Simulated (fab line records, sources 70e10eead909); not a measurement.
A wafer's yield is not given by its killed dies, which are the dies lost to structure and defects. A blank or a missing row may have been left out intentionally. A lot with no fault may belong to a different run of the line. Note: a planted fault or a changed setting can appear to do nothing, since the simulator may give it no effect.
Matching of chambers / flow nand harc / 4 sister chambers for NHARC_A_ZERO_WELL_DESCUM_12 on rie diel-02
The step chemistry O2, time 3 s. 14 wafers are shown with their chamber, then 7 later ones without.

== WAFERS, EACH WITH ITS CHAMBER ==
wafer=L076.1; chamber=0; drypump motor current A (A)=4.8; rf vpp V (V)=58.3; throttle valve pct (%)=11.312
wafer=L076.2; chamber=1; drypump motor current A (A)=5.8; rf vpp V (V)=59.1; throttle valve pct (%)=11.323
wafer=L076.6; chamber=3; drypump motor current A (A)=5.8; rf vpp V (V)=57.0; throttle valve pct (%)=11.303
wafer=L078.2; chamber=0; drypump motor current A (A)=4.8; rf vpp V (V)=56.8; throttle valve pct (%)=11.304
wafer=L078.3; chamber=3; drypump motor current A (A)=5.8; rf vpp V (V)=57.2; throttle valve pct (%)=11.316
wafer=L078.5; chamber=3; drypump motor current A (A)=5.8; rf vpp V (V)=56.6; throttle valve pct (%)=11.313
wafer=L080.4; chamber=0; drypump motor current A (A)=4.8; rf vpp V (V)=57.4; throttle valve pct (%)=11.320
wafer=L080.5; chamber=0; drypump motor current A (A)=4.8; rf vpp V (V)=57.3; throttle valve pct (%)=11.322
wafer=L080.6; chamber=3; drypump motor current A (A)=5.9; rf vpp V (V)=57.6; throttle valve pct (%)=11.314
wafer=L088.1; chamber=2; drypump motor current A (A)=6.3; rf vpp V (V)=58.2; throttle valve pct (%)=11.312
wafer=L088.2; chamber=3; drypump motor current A (A)=5.8; rf vpp V (V)=56.8; throttle valve pct (%)=11.308
wafer=L088.4; chamber=0; drypump motor current A (A)=4.8; rf vpp V (V)=56.5; throttle valve pct (%)=11.318
wafer=L089.3; chamber=0; drypump motor current A (A)=4.8; rf vpp V (V)=56.2; throttle valve pct (%)=11.324
wafer=L089.4; chamber=2; drypump motor current A (A)=6.3; rf vpp V (V)=57.5; throttle valve pct (%)=11.311

SIGNATURES, as means of the wafers listed above
reading=drypump motor current A; chamber 0=4.800; chamber 1=5.800; chamber 2=6.300; chamber 3=5.820; scatter within a chamber=0.0283
reading=rf vpp V; chamber 0=57.083; chamber 1=59.100; chamber 2=57.850; chamber 3=57.040; scatter within a chamber=0.605
reading=throttle valve pct; chamber 0=11.31667; chamber 1=11.32300; chamber 2=11.31150; chamber 3=11.31080; scatter within a chamber=0.00623
Rule: a wafer's distance from a chamber is the root of the sum, over the readings, of the square of ((its reading less the chamber's mean) divided by the reading's scatter). The wafer belongs to the nearest chamber; if the next one is less than 2 further off, it can't be placed. How the scatter is found: for the shown wafers, subtract from each reading the mean of its chamber, square and add these, divide the total by (wafers less chambers), then take the root.

== WAFERS WITH NO CHAMBER GIVEN ==
wafer=L089.5; drypump motor current A (A)=5.8; rf vpp V (V)=59.1; throttle valve pct (%)=11.305
wafer=L096.1; drypump motor current A (A)=4.8; rf vpp V (V)=57.4; throttle valve pct (%)=11.304
wafer=L096.3; drypump motor current A (A)=5.8; rf vpp V (V)=58.9; throttle valve pct (%)=11.303
wafer=L096.5; drypump motor current A (A)=6.4; rf vpp V (V)=57.0; throttle valve pct (%)=11.315
wafer=L097.2; drypump motor current A (A)=5.9; rf vpp V (V)=57.7; throttle valve pct (%)=11.316
wafer=L097.3; drypump motor current A (A)=5.8; rf vpp V (V)=58.5; throttle valve pct (%)=11.313
wafer=L097.6; drypump motor current A (A)=6.3; rf vpp V (V)=57.6; throttle valve pct (%)=11.311

== CHAMBER TAKEN BY EACH ==
wafer=L089.5; from the rows above=can't be placed: 1 or 3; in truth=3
wafer=L096.1; from the rows above=0; in truth=0
wafer=L096.3; from the rows above=can't be placed: 1 or 3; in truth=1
wafer=L096.5; from the rows above=2; in truth=2
wafer=L097.2; from the rows above=can't be placed: 3 or 1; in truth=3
wafer=L097.3; from the rows above=can't be placed: 1 or 3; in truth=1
wafer=L097.6; from the rows above=2; in truth=2
Correct placement for 3 of the 7. From these rows, 4 cannot be placed; in 4 the true chamber is one of the candidates. Wrongly placed: 0.
